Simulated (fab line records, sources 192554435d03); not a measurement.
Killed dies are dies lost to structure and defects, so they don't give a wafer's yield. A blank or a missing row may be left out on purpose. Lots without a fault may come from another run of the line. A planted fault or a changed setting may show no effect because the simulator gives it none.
Which tool did it? | flow n5_finfet | 10 lots, 30 wafers sampled, at 4 steps of a route of 1938

WHAT THE GAUGES READ, wafer by wafer
N5_BEOL_M8_OCD_MEAS_38. Usual: trench_depth_nm 93.7 nm, standard deviation 1.5.
lot  | measured     | on     | trench_depth_nm (nm) | flag
L235 | day 9 21:04  | ocd-02 | 93.6 91.6 93.3       |
L234 | day 10 02:38 | ocd-02 | 94.9 91.1 92.8       |
L236 | day 10 18:03 | ocd-02 | 95.2 95.8 94.1       |
L239 | day 11 06:53 | ocd-02 | 93.0 92.1 94.3       |
L247 | day 13 22:43 | ocd-01 | 94.0 93.3 93.6       |
L248 | day 14 06:53 | ocd-01 | 92.9 94.8 95.0       |
L250 | day 14 09:18 | ocd-01 | 94.0 94.4 94.2       |
L255 | day 14 15:42 | ocd-01 | 93.2 96.3 93.3       |
L254 | day 15 10:19 | ocd-01 | 94.4 92.8 95.5       |
L256 | day 16 03:57 | ocd-02 | 95.3 94.5 92.2       |

WHICH TOOL RAN EACH LOT (tool, then ch and the chambers of the sampled wafers, then the start)
lot  | N5_BEOL_M8_ETCH_62                 | N5_BEOL_M8_STRIP_19                | N5_BEOL_M8_ETCH_65
L235 | rie_diel-02 ch 0,2,3, day 9 18:47  | rie_diel-02 ch 0,2,3, day 9 19:05  | rie_diel-01 ch 0,2, day 9 20:41
L234 | rie_diel-02 ch 0,1,2, day 9 22:28  | rie_diel-01 ch 1,2,3, day 9 22:46  | rie_diel-01 ch 0,1,2, day 10 02:16
L236 | rie_diel-01 ch 1,2,3, day 10 15:53 | rie_diel-06 ch 0,1,2, day 10 16:11 | rie_diel-06 ch 0,1,2, day 10 17:40
L239 | rie_diel-01 ch 1,2, day 11 05:15   | rie_diel-06 ch 2,3, day 11 05:36   | rie_diel-02 ch 0,1,3, day 11 06:31
L247 | rie_diel-01 ch 0,1,3, day 13 21:13 | rie_diel-06 ch 1,3, day 13 21:31   | rie_diel-01 ch 2,3, day 13 22:20
L248 | rie_diel-02 ch 2,3, day 14 03:59   | rie_diel-06 ch 0,1,2, day 14 04:17 | rie_diel-06 ch 0,1,2, day 14 06:31
L250 | rie_diel-01 ch 1,2, day 14 07:44   | rie_diel-01 ch 1,2,3, day 14 08:11 | rie_diel-06 ch 0,2, day 14 08:55
L255 | rie_diel-06 ch 0,3, day 14 13:21   | rie_diel-06 ch 0,2,3, day 14 13:39 | rie_diel-06 ch 0,2,3, day 14 15:19
L254 | rie_diel-01 ch 1,2, day 15 07:39   | rie_diel-06 ch 0,2,3, day 15 07:57 | rie_diel-06 ch 0,2,3, day 15 09:56
L256 | rie_diel-06 ch 0,1,3, day 16 00:56 | rie_diel-06 ch 1,2,3, day 16 01:21 | rie_diel-06 ch 0,1,2, day 16 03:34
- N5_BEOL_M8_ETCH_62: etches SOC in N2/H2, target depth 110 nm, overetch 22 nm, time 165 s.
- N5_BEOL_M8_STRIP_19: strips in O2.
- N5_BEOL_M8_ETCH_65: etches SiARC in CF4, target depth 15.6 nm, time 26 s.

WHAT THE TOOLS THEMSELVES READ (means of the sampled wafers that have a number; where no wafer has one, the mark that the record gives instead)
N5_BEOL_M8_ETCH_62. Usual: drypump_motor_current_A 5.4 A, standard deviation 0.37; oes_product_au 0.66 a.u., standard deviation 0.08; rf_fwd_power_W 837.4 W, standard deviation 2.6; rf_vpp_V 524.9 V, standard deviation 2.1; showerhead_plenum_p_Torr 2.58 Torr, standard deviation 0.066; temp_c 40.00 C, standard deviation 0.11; throttle_valve_pct 17.86 %, standard deviation 0.25.
lot  | tool        | drypump_motor_current_A (A) | oes_product_au (a.u.) | rf_fwd_power_W (W) | rf_vpp_V (V) | showerhead_plenum_p_Torr (Torr) | temp_c (C) | throttle_valve_pct (%) | flag
L235 | rie_diel-02 | 5.5                         | 0.65                  | 837.4              | 526.7        | 2.61                            | 39.91      | 17.88                  |
L234 | rie_diel-02 | 5.5                         | 0.65                  | 837.9              | 526.7        | 2.64                            | 39.95      | 17.99                  |
L236 | rie_diel-01 | 5.4                         | 0.62                  | 839.2              | 523.1        | 2.53                            | 39.90      | 17.86                  |
L239 | rie_diel-01 | 5.2                         | 0.61                  | 838.4              | 523.3        | 2.53                            | 39.99      | 17.90                  |
L247 | rie_diel-01 | 5.6                         | 0.74                  | 837.4              | 524.2        | 2.55                            | 40.04      | 17.57                  |
L248 | rie_diel-02 | 5.5                         | 0.74                  | 841.8              | 525.4        | 2.57                            | 40.07      | 17.67                  |
L250 | rie_diel-01 | 5.7                         | 0.63                  | 836.7              | 523.1        | 2.54                            | 40.03      | 17.92                  |
L255 | rie_diel-06 | 5.3                         | 0.65                  | 836.0              | 525.1        | 2.58                            | 40.09      | 18.13                  |
L254 | rie_diel-01 | 5.7                         | 0.62                  | 837.4              | 523.7        | 2.53                            | 39.98      | 17.94                  |
L256 | rie_diel-06 | 5.5                         | 0.69                  | 836.1              | 525.0        | 2.55                            | 39.99      | 17.81                  |

N5_BEOL_M8_STRIP_19. Usual: drypump_motor_current_A 5.4 A, standard deviation 0.32; o2_flow_sccm 225.0 sccm, standard deviation 0.62; oes_product_au 0.78 a.u., standard deviation 0.097; rf_vpp_V 3.6 V, standard deviation 0.58; showerhead_plenum_p_Torr 2.14 Torr, standard deviation 0.059; temp_c 39.98 C, standard deviation 0.11; throttle_valve_pct 16.71 %, standard deviation 0.2.
lot  | tool        | drypump_motor_current_A (A) | o2_flow_sccm (sccm) | oes_product_au (a.u.) | rf_vpp_V (V) | showerhead_plenum_p_Torr (Torr) | temp_c (C) | throttle_valve_pct (%) | flag
L235 | rie_diel-02 | 5.5                         | 225.2               | 0.77                  | 4.0          | 2.17                            | 39.95      | 16.80                  |
L234 | rie_diel-01 | 5.4                         | 224.9               | 0.75                  | 3.7          | 2.08                            | 39.91      | 16.63                  |
L236 | rie_diel-06 | 5.2                         | 224.8               | 0.73                  | 3.4          | 2.18                            | 39.99      | 16.70                  |
L239 | rie_diel-06 | 5.2                         | 225.0               | 0.77                  | 3.5          | 2.13                            | 39.96      | 16.55                  |
L247 | rie_diel-06 | 5.6                         | 224.9               | 0.75                  | 3.9          | 2.12                            | 39.97      | 16.73                  |
L248 | rie_diel-06 | 5.3                         | 225.6               | 0.71                  | 3.6          | 2.17                            | 40.02      | 16.75                  |
L250 | rie_diel-01 | 5.4                         | 225.1               | 0.79                  | 3.8          | 2.07                            | 39.95      | 16.53                  |
L255 | rie_diel-06 | 5.3                         | 224.9               | 0.76                  | 3.3          | 2.12                            | 40.07      | 16.72                  |
L254 | rie_diel-06 | 5.3                         | 225.0               | 0.75                  | 3.7          | 2.11                            | 39.81      | 16.75                  |
L256 | rie_diel-06 | 5.4                         | 225.3               | 0.82                  | 3.4          | 2.11                            | 39.90      | 16.54                  |

N5_BEOL_M8_ETCH_65. Usual: drypump_motor_current_A 5.4 A, standard deviation 0.4; etch_rf_on_time_s 25.8 s, standard deviation 0.58; oes_product_au 0.66 a.u., standard deviation 0.081; rf_fwd_power_W 532.0 W, standard deviation 2; rf_vpp_V 184.4 V, standard deviation 0.93; showerhead_plenum_p_Torr 2.17 Torr, standard deviation 0.052; throttle_valve_pct 15.61 %, standard deviation 0.23.
lot  | tool        | drypump_motor_current_A (A) | etch_rf_on_time_s (s) | oes_product_au (a.u.) | rf_fwd_power_W (W) | rf_vpp_V (V) | showerhead_plenum_p_Torr (Torr) | throttle_valve_pct (%) | flag
L235 | rie_diel-01 | 5.1                         | 25.8                  | 0.60                  | 531.9              | 184.7        | 2.16                            | 15.67                  |
L234 | rie_diel-01 | 5.5                         | 25.8                  | 0.63                  | 534.2              | 184.1        | 2.16                            | 15.61                  |
L236 | rie_diel-06 | 5.3                         | 25.6                  | 0.62                  | 530.2              | 184.9        | 2.22                            | 15.64                  |
L239 | rie_diel-02 | 5.6                         | 26.1                  | 0.65                  | 532.2              | 184.7        | 2.20                            | 15.75                  |
L247 | rie_diel-01 | 4.9                         | 28.4                  | 0.62                  | 490.0              | 190.1        | 2.11                            | 15.59                  | OFF
L248 | rie_diel-06 | 5.2                         | 25.8                  | 0.60                  | 532.0              | 183.9        | 2.21                            | 15.70                  |
L250 | rie_diel-06 | 5.0                         | 25.7                  | 0.61                  | 532.3              | 185.0        | 2.21                            | 15.64                  |
L255 | rie_diel-06 | 5.2                         | 25.7                  | 0.65                  | 532.8              | 184.1        | 2.17                            | 15.70                  |
L254 | rie_diel-06 | 5.2                         | 25.5                  | 0.64                  | 531.7              | 184.8        | 2.16                            | 15.72                  |
L256 | rie_diel-06 | 5.2                         | 25.8                  | 0.66                  | 532.4              | 184.8        | 2.20                            | 15.57                  |

THE ANSWER, worked out from the rows above alone
Rule: a lot is off if the mean of its wafers that have a number lies more than 3 standard deviations from the usual mean. A lot without any number at a reading at which 4 lots or more have one is off too. The other lots that the step has rows for count as sound. The gauges are gone through in route order, then the tools' own readings, and for those a lot's mean is taken as printed above. The first step at which some lot is off is used, and at that step the reading that is off furthest; a lot without a number counts as furthest.
Off: L247, at N5_BEOL_M8_ETCH_65 (rf_fwd_power_W).
A tool fits if, at that step or a process step before it, it ran every lot that is off, and no sound lot after the first of them. One fits: rie_diel-01 at N5_BEOL_M8_ETCH_65. Its last sound lot is L234 (day 10 02:16), its first lot that is off L247 (day 13 22:20): a fault that began between those two fits.
The tool's own readings at N5_BEOL_M8_ETCH_65 bear it out: on the lots that are off they differ by more than 5 times the standard deviation of the sound lots' means. etch_rf_on_time_s reads 28.4 s there against 25.8 s on the sound lots; rf_fwd_power_W reads 490.0 W there against 532.2 W on the sound lots; rf_vpp_V reads 190.1 V there against 184.6 V on the sound lots.

WHAT THE SIMULATOR HAD PUT IN
Process parameter drift: rie_diel-01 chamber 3, from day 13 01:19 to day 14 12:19, at N5_BEOL_M8_ETCH_65. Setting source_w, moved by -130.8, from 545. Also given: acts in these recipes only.
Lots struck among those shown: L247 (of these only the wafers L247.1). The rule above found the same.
